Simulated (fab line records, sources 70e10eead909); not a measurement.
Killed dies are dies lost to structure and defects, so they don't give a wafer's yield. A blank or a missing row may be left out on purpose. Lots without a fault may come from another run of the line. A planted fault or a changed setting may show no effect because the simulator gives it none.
Chamber matching | flow nand_harc | NHARC_A_STAIRCASE_DESCUM_270 on rie_diel-07: 4 sister chambers
The step chemistry O2, time 3 s. 4 wafers are shown with their chamber, then 7 later ones without.

WAFERS WITH THEIR CHAMBER
wafer  | chamber | showerhead_plenum_p_Torr (Torr)
L081.1 | 3       | 1.98
L081.3 | 1       | 1.89
L081.2 | 0       | 1.89
L081.4 | 2       | 1.79

WAFERS WITHOUT THEIR CHAMBER
wafer  | showerhead_plenum_p_Torr (Torr)
L081.6 | 1.98
L086.1 | 1.89
L086.2 | 1.79
L086.4 | 1.88
L095.1 | 1.97
L095.4 | 1.97
L095.6 | 1.88

WHICH CHAMBER EACH WENT THROUGH
wafer  | from the rows above     | in truth
L081.6 | 3                       | 3
L086.1 | can't be placed: 0 or 1 | 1
L086.2 | 2                       | 2
L086.4 | can't be placed: 0 or 1 | 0
L095.1 | 3                       | 3
L095.4 | 3                       | 3
L095.6 | can't be placed: 0 or 1 | 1
Placed correctly: 4 of 7. Can't be placed from these rows: 3 (the true chamber is among the candidates in 3). Placed wrongly: 0.
How it was worked out, from the rows above alone: a wafer's distance from a chamber is the root of the sum, over the readings, of the square of ((its reading less the chamber's mean) divided by the reading's scatter). The wafer belongs to the nearest chamber; if the next one is less than 2 further off, it can't be placed. A chamber's mean is the mean of its shown wafers. The scatter: with one shown wafer a chamber, the root of the mean of the squares of how far each hidden wafer lies from its nearest shown one.
